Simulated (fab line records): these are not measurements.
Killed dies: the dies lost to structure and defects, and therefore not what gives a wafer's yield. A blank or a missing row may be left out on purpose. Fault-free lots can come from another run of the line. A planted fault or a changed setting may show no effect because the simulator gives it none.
Matching of chambers ; flow nand harc ; NHARC_A_CONTACT_DESCUM_74 on rie diel-09: 4 sister chambers
The step chemistry O2, time 3 s. 8 wafers are shown with their chamber, then 7 later ones without.

WAFERS WITH THEIR CHAMBER
wafer;chamber;showerhead plenum p Torr (Torr);drypump motor current A (A)
L362.5;1;1.77;5.7
L364.4;2;1.78;5.7
L364.6;3;1.79;6.2
L372.4;0;2.02;5.3
L372.5;1;1.76;5.6
L372.6;2;1.78;5.7
L374.1;0;2.01;5.3
L374.2;3;1.78;6.2

WAFERS WITH NO CHAMBER GIVEN
wafer;showerhead plenum p Torr (Torr);drypump motor current A (A)
L374.3;1.76;5.7
L380.1;1.78;6.2
L380.2;2.08;5.6
L380.5;1.77;5.7
L382.1;1.78;6.2
L382.3;1.77;5.6
L382.6;1.78;6.2

WHICH CHAMBER EACH WENT THROUGH
wafer;from the rows above;in truth
L374.3;can't be placed: 1 or 2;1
L380.1;3;3
L380.2;0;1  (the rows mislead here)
L380.5;can't be placed: 1 or 2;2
L382.1;3;3
L382.3;can't be placed: 1 or 2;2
L382.6;3;3
Placed correctly: 3 of 7. Unplaceable from these rows: 3, with the true chamber sitting among the candidates in 3. 1 placed wrongly.
How it was worked out, from the rows above alone: a wafer's distance from a chamber is the root of the sum, over the readings, of the square of ((its reading less the chamber's mean) divided by the reading's scatter). If the next closest chamber is less than 2 further off than the closest, the wafer can't be placed; otherwise it belongs to the closest. A chamber's mean is the mean of its shown wafers. The scatter: the root of (the sum of the squares of (reading less its chamber's mean) over the shown wafers, divided by (wafers less chambers)).
